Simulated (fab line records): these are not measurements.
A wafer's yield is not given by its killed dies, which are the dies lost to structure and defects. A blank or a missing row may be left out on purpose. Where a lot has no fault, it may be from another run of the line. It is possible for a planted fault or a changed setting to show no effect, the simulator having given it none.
Which tool is to blame?	flow n5-finfet	22 lots, 66 wafers sampled, at 6 steps of a route of 1938

WHAT THE GAUGES READ, wafer by wafer
No reading from a measuring or inspecting step in the record can be judged against a usual standard deviation.

TOOL THAT RAN EACH LOT (tool first, then ch and the chambers of the sampled wafers, then the start)
lot	N5_BEOL_M9_ILD_DEP_00	N5_BEOL_M9_CURE_71	N5_BEOL_M9_HM_OPEN_17	N5_BEOL_M9_ETCH_66	N5_BEOL_M9_VIA_ETCH_34	N5_BEOL_M9_DEP_56
L076	pecvd-03 ch 0,1, day 10 01:18	uv-cure-03 ch 0, day 10 02:47	rie-metal-03 ch 0,1, day 10 04:03	rie-diel-01 ch 0,1,3, day 10 07:17	rie-diel-01 ch 0,1,3, day 10 07:23	pecvd-02 ch 1,2, day 10 10:13
L074	pecvd-03 ch 0,1,2, day 10 01:47	uv-cure-03 ch 0, day 10 03:52	rie-metal-03 ch 0,1, day 10 05:08	rie-diel-02 ch 0,1,2, day 10 07:27	rie-diel-02 ch 0,1,2, day 10 07:33	pecvd-04 ch 0,1,2, day 10 11:04
L075	pecvd-03 ch 0,1, day 10 08:47	uv-cure-03 ch 0, day 10 09:43	rie-metal-03 ch 0,1, day 10 12:02	rie-diel-03 ch 1,3, day 10 13:13	rie-diel-03 ch 1,3, day 10 13:19	pecvd-03 ch 0,1, day 10 22:07
L077	pecvd-04 ch 0,2, day 11 03:49	uv-cure-02 ch 1, day 11 03:53	rie-metal-01 ch 0,1, day 11 06:14	rie-diel-02 ch 2,3, day 11 07:20	rie-diel-02 ch 2,3, day 11 07:26	pecvd-03 ch 0,1, day 11 11:45
L078	pecvd-02 ch 0,2, day 11 06:26	uv-cure-03 ch 2, day 11 06:35	rie-metal-01 ch 0, day 11 08:42	rie-diel-03 ch 1,2, day 11 10:14	rie-diel-03 ch 1,2, day 11 10:20	pecvd-04 ch 0,1, day 11 12:35
L079	pecvd-02 ch 0,2, day 11 07:38	uv-cure-03 ch 0, day 11 07:53	rie-metal-01 ch 0,1, day 11 09:19	rie-diel-02 ch 1,2,3, day 11 10:24	rie-diel-02 ch 1,2,3, day 11 10:30	pecvd-02 ch 0,1,2, day 11 12:52
L081	pecvd-03 ch 0, day 11 14:24	uv-cure-02 ch 0, day 11 14:35	rie-metal-01 ch 0,1, day 11 16:26	rie-diel-01 ch 1,3, day 11 17:10	rie-diel-01 ch 1,3, day 11 17:16	pecvd-02 ch 1,2, day 11 19:46
L080	pecvd-02 ch 1,2, day 11 14:32	uv-cure-03 ch 0, day 11 14:47	rie-metal-02 ch 0,1, day 11 16:38	rie-diel-03 ch 0,1, day 11 17:27	rie-diel-03 ch 0,1, day 11 17:33	pecvd-02 ch 0,1,2, day 11 20:16
L082	pecvd-03 ch 0,1, day 11 16:31	uv-cure-02 ch 2, day 11 16:46	rie-metal-03 ch 0,1, day 11 18:44	rie-diel-03 ch 2,3, day 11 19:52	rie-diel-03 ch 2,3, day 11 19:58	pecvd-02 ch 0,1,2, day 11 22:13
L085	pecvd-03 ch 0,1,2, day 12 04:53	uv-cure-02 ch 1, day 12 05:07	rie-metal-01 ch 0,1, day 12 08:03	rie-diel-02 ch 1,3, day 12 09:34	rie-diel-02 ch 1,3, day 12 09:40	pecvd-03 ch 1,2, day 12 17:47
L084	pecvd-04 ch 0,1, day 12 08:03	uv-cure-02 ch 2, day 12 08:24	rie-metal-03 ch 0,1, day 12 11:18	rie-diel-03 ch 0,1,2, day 12 16:23	rie-diel-03 ch 0,1,2, day 12 16:29	pecvd-04 ch 1,2, day 12 19:53
L087	pecvd-03 ch 0,1,2, day 13 06:49	uv-cure-03 ch 0, day 13 06:53	rie-metal-02 ch 0,1, day 13 10:13	rie-diel-01 ch 0,1,3, day 13 11:59	rie-diel-01 ch 0,1,3, day 13 12:05	pecvd-03 ch 0,1,2, day 13 15:29
L089	pecvd-04 ch 0,2, day 13 19:56	uv-cure-02 ch 2, day 13 20:03	rie-metal-03 ch 0,1, day 13 21:53	rie-diel-03 ch 0,1,2, day 13 23:36	rie-diel-03 ch 0,1,2, day 13 23:42	pecvd-03 ch 0,1,2, day 14 02:19
L088	pecvd-02 ch 1,2, day 13 21:27	uv-cure-03 ch 1, day 13 21:52	rie-metal-03 ch 0,1, day 14 01:19	rie-diel-03 ch 0,1,3, day 14 02:56	rie-diel-03 ch 0,1,3, day 14 03:02	pecvd-04 ch 0,1, day 14 07:13
L086	pecvd-04 ch 0,2, day 13 21:44	uv-cure-02 ch 1, day 13 22:08	rie-metal-01 ch 0,1, day 14 01:52	rie-diel-02 ch 0,1, day 14 03:07	rie-diel-02 ch 0,1, day 14 03:13	pecvd-04 ch 0,2, day 14 07:36
L090	pecvd-02 ch 0,1, day 14 08:00	uv-cure-03 ch 2, day 14 08:24	rie-metal-01 ch 0,1, day 14 10:57	rie-diel-01 ch 0,3, day 14 11:47	rie-diel-01 ch 0,3, day 14 11:53	pecvd-04 ch 0,1,2, day 14 14:25
L091	pecvd-04 ch 0,1,2, day 15 07:34	uv-cure-03 ch 0, day 15 07:55	rie-metal-02 ch 0,1, day 15 12:13	rie-diel-03 ch 0,2,3, day 15 15:32	rie-diel-03 ch 0,2,3, day 15 15:38	pecvd-03 ch 0,1,2, day 15 18:38
L092	pecvd-02 ch 0,1,2, day 15 16:46	uv-cure-01 ch 2, day 15 17:03	rie-metal-03 ch 0,1, day 15 18:44	rie-diel-01 ch 0,1, day 15 20:05	rie-diel-01 ch 0,1, day 15 20:11	pecvd-03 ch 0,1,2, day 15 23:12
L094	pecvd-03 ch 0,1,2, day 15 17:00	uv-cure-02 ch 0, day 15 17:14	rie-metal-03 ch 0,1, day 15 21:16	rie-diel-02 ch 0,2,3, day 15 22:07	rie-diel-02 ch 0,2,3, day 15 22:13	pecvd-03 ch 1,2, day 16 01:46
L096	pecvd-03 ch 0,2, day 16 11:34	uv-cure-03 ch 2, day 16 11:38	rie-metal-03 ch 0,1, day 16 14:53	rie-diel-02 ch 0,1,3, day 16 19:55	rie-diel-02 ch 0,1,3, day 16 20:02	pecvd-03 ch 0,1, day 16 23:06
L095	pecvd-04 ch 0,1, day 16 12:01	uv-cure-02 ch 2, day 16 12:10	rie-metal-01 ch 0, day 16 14:59	rie-diel-03 ch 0,2,3, day 16 19:53	rie-diel-03 ch 0,2,3, day 16 19:59	pecvd-04 ch 0,1, day 16 22:56
L097	pecvd-03 ch 0,1,2, day 16 16:26	uv-cure-03 ch 2, day 16 16:31	rie-metal-02 ch 0,1, day 16 20:58	rie-diel-03 ch 0,2,3, day 16 22:04	rie-diel-03 ch 0,2,3, day 16 22:10	pecvd-02 ch 0,1,2, day 17 01:02
- N5_BEOL_M9_ILD_DEP_00: deposits SiCOH lowk from DEMS/porogen, target thk 308.51 nm, time 58 s.
- N5_BEOL_M9_CURE_71: cures SiCOH lowk, time 240 s.
- N5_BEOL_M9_HM_OPEN_17: chemistry Cl2/BCl3, target TiN, target depth 20 nm, overetch 6 nm.
- N5_BEOL_M9_ETCH_66: etches SOC in N2/H2, target depth 80 nm, overetch 16 nm, time 120 s.
- N5_BEOL_M9_VIA_ETCH_34: etches SiCOH lowk in C4F6/O2, target depth 182.4 nm, time 68.4 s.
- N5_BEOL_M9_DEP_56: deposits SiCN from 3MS/NH3, target thk 15 nm, time 26.5 s.

AS READ BY THE TOOLS THEMSELVES (means over the sampled wafers that have a number; for cases with no such wafer, the mark the record gives instead)
N5_BEOL_M9_ILD_DEP_00. Usual: heater-power-w 316 W, standard deviation 63; showerhead-plenum-p-Torr 5.745 Torr, standard deviation 0.014; throttle-valve-pct 13.9 %, standard deviation 0.78.
lot	tool	heater-power-w (W)	showerhead-plenum-p-Torr (Torr)	throttle-valve-pct (%)	flag
L076	pecvd-03	266	5.754	13.6	
L074	pecvd-03	289	5.760	13.7	
L075	pecvd-03	258	5.749	13.5	
L077	pecvd-04	372	5.743	14.2	
L078	pecvd-02	255	5.743	14.1	
L079	pecvd-02	258	5.745	14.2	
L081	pecvd-03	232	5.743	13.7	
L080	pecvd-02	344	5.746	13.7	
L082	pecvd-03	250	5.747	13.6	
L085	pecvd-03	302	5.749	13.3	
L084	pecvd-04	409	5.731	15.2	
L087	pecvd-03	291	5.757	13.3	
L089	pecvd-04	388	5.726	14.9	
L088	pecvd-02	290	5.745	13.4	
L086	pecvd-04	372	5.744	14.2	
L090	pecvd-02	286	5.739	14.4	
L091	pecvd-04	375	5.737	14.4	
L092	pecvd-02	306	5.747	14.1	
L094	pecvd-03	285	5.736	13.2	
L096	pecvd-03	267	5.759	12.9	
L095	pecvd-04	389	5.736	14.8	
L097	pecvd-03	287	5.753	13.3	

N5_BEOL_M9_CURE_71. Usual: lamp-power-pct 52.32 %, standard deviation 0.049; wafer_temp_C_max 386.9, standard deviation 0.58.
lot	tool	lamp-power-pct (%)	wafer_temp_C_max	flag
L076	uv-cure-03	52.26	387.3	
L074	uv-cure-03	52.29	387.1	
L075	uv-cure-03	52.33	387.1	
L077	uv-cure-02	52.33	387.0	
L078	uv-cure-03	52.31	388.0	
L079	uv-cure-03	52.32	386.6	
L081	uv-cure-02	52.37	386.5	
L080	uv-cure-03	52.29	386.9	
L082	uv-cure-02	52.36	386.5	
L085	uv-cure-02	52.33	386.9	
L084	uv-cure-02	52.28	386.5	
L087	uv-cure-03	52.35	387.0	
L089	uv-cure-02	52.32	386.5	
L088	uv-cure-03	52.33	386.9	
L086	uv-cure-02	52.35	386.7	
L090	uv-cure-03	52.38	387.3	
L091	uv-cure-03	52.32	387.3	
L092	uv-cure-01	52.34	385.8	
L094	uv-cure-02	52.28	386.7	
L096	uv-cure-03	52.28	387.4	
L095	uv-cure-02	52.32	386.9	
L097	uv-cure-03	52.29	387.4	

N5_BEOL_M9_HM_OPEN_17. Usual: chamber-pressure-mTorr 10.000 mTorr, standard deviation 0.009; drypump-motor-current-A 5.4 A, standard deviation 0.35; oes-product-au 0.65 a.u., standard deviation 0.07; throttle-valve-pct 22.30 %, standard deviation 0.25.
lot	tool	chamber-pressure-mTorr (mTorr)	drypump-motor-current-A (A)	oes-product-au (a.u.)	throttle-valve-pct (%)	flag
L076	rie-metal-03	9.997	5.3	0.64	22.26	
L074	rie-metal-03	10.002	5.5	0.68	22.32	
L075	rie-metal-03	9.999	5.3	0.64	22.28	
L077	rie-metal-01	10.009	5.4	0.64	22.40	
L078	rie-metal-01	9.993	5.1	0.67	22.21	
L079	rie-metal-01	10.010	5.4	0.65	22.38	
L081	rie-metal-01	9.998	5.7	0.60	22.57	
L080	rie-metal-02	10.001	5.2	0.67	22.12	
L082	rie-metal-03	9.996	5.3	0.63	22.29	
L085	rie-metal-01	10.004	5.5	0.64	22.40	
L084	rie-metal-03	10.007	5.5	0.66	22.33	
L087	rie-metal-02	9.999	5.2	0.76	21.93	
L089	rie-metal-03	9.997	5.5	0.66	22.35	
L088	rie-metal-03	9.996	5.5	0.65	22.34	
L086	rie-metal-01	10.000	5.4	0.62	22.40	
L090	rie-metal-01	9.995	5.4	0.62	22.41	
L091	rie-metal-02	9.993	5.2	0.74	21.95	
L092	rie-metal-03	9.999	5.5	0.64	22.36	
L094	rie-metal-03	10.002	5.3	0.60	22.31	
L096	rie-metal-03	9.994	5.5	0.63	22.37	
L095	rie-metal-01	10.001	5.1	0.65	22.23	
L097	rie-metal-02	10.003	5.2	0.73	21.96	

N5_BEOL_M9_ETCH_66. Usual: chamber-pressure-mTorr 30.003 mTorr, standard deviation 0.027; drypump-motor-current-A 5.8 A, standard deviation 0.54; oes-product-au 0.61 a.u., standard deviation 0.064; rf-vpp-V 523.8 V, standard deviation 2.4; showerhead-plenum-p-Torr 2.54 Torr, standard deviation 0.081; throttle-valve-pct 17.75 %, standard deviation 0.3.
lot	tool	chamber-pressure-mTorr (mTorr)	drypump-motor-current-A (A)	oes-product-au (a.u.)	rf-vpp-V (V)	showerhead-plenum-p-Torr (Torr)	throttle-valve-pct (%)	flag
L076	rie-diel-01	29.994	5.9	0.67	525.0	2.58	17.37	
L074	rie-diel-02	29.997	5.7	0.64	521.7	2.46	17.82	
L075	rie-diel-03	30.009	6.5	0.63	526.0	2.60	17.75	
L077	rie-diel-02	30.003	6.3	0.58	520.8	2.44	17.98	
L078	rie-diel-03	30.020	5.9	0.55	524.4	2.57	17.92	
L079	rie-diel-02	29.993	5.9	0.59	521.0	2.43	18.01	
L081	rie-diel-01	30.024	5.7	0.67	525.7	2.62	17.30	
L080	rie-diel-03	29.988	5.7	0.56	524.9	2.60	18.06	
L082	rie-diel-03	30.003	6.1	0.58	524.4	2.55	17.67	
L085	rie-diel-02	30.011	5.9	0.52	519.5	2.41	18.14	
L084	rie-diel-03	30.024	5.6	0.55	524.3	2.56	17.89	
L087	rie-diel-01	29.987	5.9	0.64	524.5	2.57	17.42	
L089	rie-diel-03	29.997	5.6	0.55	524.0	2.56	17.90	
L088	rie-diel-03	30.005	5.9	0.59	525.1	2.57	17.83	
L086	rie-diel-02	30.013	5.3	0.57	521.2	2.42	18.02	
L090	rie-diel-01	30.005	5.7	0.64	522.9	2.49	17.37	
L091	rie-diel-03	29.997	5.7	0.57	523.9	2.54	17.65	
L092	rie-diel-01	29.969	6.0	0.62	526.2	2.63	17.50	
L094	rie-diel-02	30.028	6.1	0.66	524.3	2.55	17.71	
L096	rie-diel-02	30.003	5.7	0.69	526.0	2.63	17.68	
L095	rie-diel-03	30.012	5.8	0.58	522.8	2.54	17.69	
L097	rie-diel-03	30.009	5.8	0.57	523.8	2.54	17.69	

N5_BEOL_M9_VIA_ETCH_34. Usual: chamber-pressure-mTorr 30.001 mTorr, standard deviation 0.027; drypump-motor-current-A 5.8 A, standard deviation 0.55; oes_f_703_au 0.80 a.u., standard deviation 0.085; oes-product-au 0.79 a.u., standard deviation 0.091; rf-vpp-V 658 V, standard deviation 10; showerhead-plenum-p-Torr 2.85 Torr, standard deviation 0.081; throttle-valve-pct 20.87 %, standard deviation 0.29.
lot	tool	chamber-pressure-mTorr (mTorr)	drypump-motor-current-A (A)	oes_f_703_au (a.u.)	oes-product-au (a.u.)	rf-vpp-V (V)	showerhead-plenum-p-Torr (Torr)	throttle-valve-pct (%)	flag
L076	rie-diel-01	30.012	5.9	0.89	0.88	662	2.88	20.46	
L074	rie-diel-02	30.004	5.7	0.83	0.85	653	2.77	21.04	
L075	rie-diel-03	30.000	6.4	0.85	0.83	655	2.92	20.94	
L077	rie-diel-02	30.005	6.3	0.76	0.77	669	2.74	21.06	
L078	rie-diel-03	29.982	5.9	0.73	0.72	654	2.88	20.99	
L079	rie-diel-02	30.006	5.9	0.75	0.77	661	2.75	21.17	
L081	rie-diel-01	30.012	5.7	0.91	0.88	659	2.93	20.38	
L080	rie-diel-03	30.000	5.6	0.74	0.73	656	2.90	21.12	
L082	rie-diel-03	29.987	6.0	0.78	0.76	655	2.87	20.79	
L085	rie-diel-02	29.973	5.9	0.67	0.68	664	2.72	21.25	
L084	rie-diel-03	29.996	5.6	0.74	0.72	656	2.87	20.95	
L087	rie-diel-01	29.997	5.8	0.86	0.84	661	2.87	20.50	
L089	rie-diel-03	30.037	5.5	0.73	0.71	655	2.87	20.96	
L088	rie-diel-03	29.988	5.9	0.77	0.76	656	2.89	20.96	
L086	rie-diel-02	29.994	5.3	0.73	0.74	648	2.74	21.25	
L090	rie-diel-01	30.009	5.7	0.85	0.83	672	2.80	20.58	
L091	rie-diel-03	30.018	5.8	0.77	0.75	656	2.86	20.80	
L092	rie-diel-01	30.001	6.0	0.83	0.81	650	2.92	20.45	
L094	rie-diel-02	29.994	6.1	0.87	0.87	664	2.87	20.88	
L096	rie-diel-02	29.999	5.7	0.90	0.91	672	2.96	20.88	
L095	rie-diel-03	29.991	5.8	0.76	0.74	657	2.85	20.79	
L097	rie-diel-03	30.004	5.8	0.76	0.75	657	2.85	20.81	

N5_BEOL_M9_DEP_56. Usual: showerhead-plenum-p-Torr 3.670 Torr, standard deviation 0.013; throttle-valve-pct 9.1 %, standard deviation 0.55.
lot	tool	showerhead-plenum-p-Torr (Torr)	throttle-valve-pct (%)	flag
L076	pecvd-02	3.663	8.8	
L074	pecvd-04	3.667	9.5	
L075	pecvd-03	3.676	8.8	
L077	pecvd-03	3.675	8.8	
L078	pecvd-04	3.655	9.9	
L079	pecvd-02	3.673	9.1	
L081	pecvd-02	3.667	9.1	
L080	pecvd-02	3.670	9.0	
L082	pecvd-02	3.668	9.1	
L085	pecvd-03	3.673	8.4	
L084	pecvd-04	3.676	9.0	
L087	pecvd-03	3.676	8.5	
L089	pecvd-03	3.672	8.7	
L088	pecvd-04	3.671	9.7	
L086	pecvd-04	3.649	9.6	
L090	pecvd-04	3.665	9.5	
L091	pecvd-03	3.676	8.7	
L092	pecvd-03	3.676	8.7	
L094	pecvd-03	3.673	8.4	
L096	pecvd-03	3.669	8.8	
L095	pecvd-04	3.653	9.9	
L097	pecvd-02	3.671	9.1	

THE ANSWER, worked out from the rows above alone
Rule: lot off if the mean of its wafers having a number is beyond 3 standard deviations from the usual mean. Also off: a lot with no number at a reading for which 4 or more lots have one. All remaining lots with rows at the step are treated as sound. The gauges are gone through in route order, then the tools' own readings, and for those a lot's mean is taken as printed above. At the first step where some lot is off, the reading lying furthest off is the one used; lots without a number count as furthest.
No lot is off at any reading shown: from this, nothing can be told.

WHAT HAD BEEN PUT IN BY THE SIMULATOR
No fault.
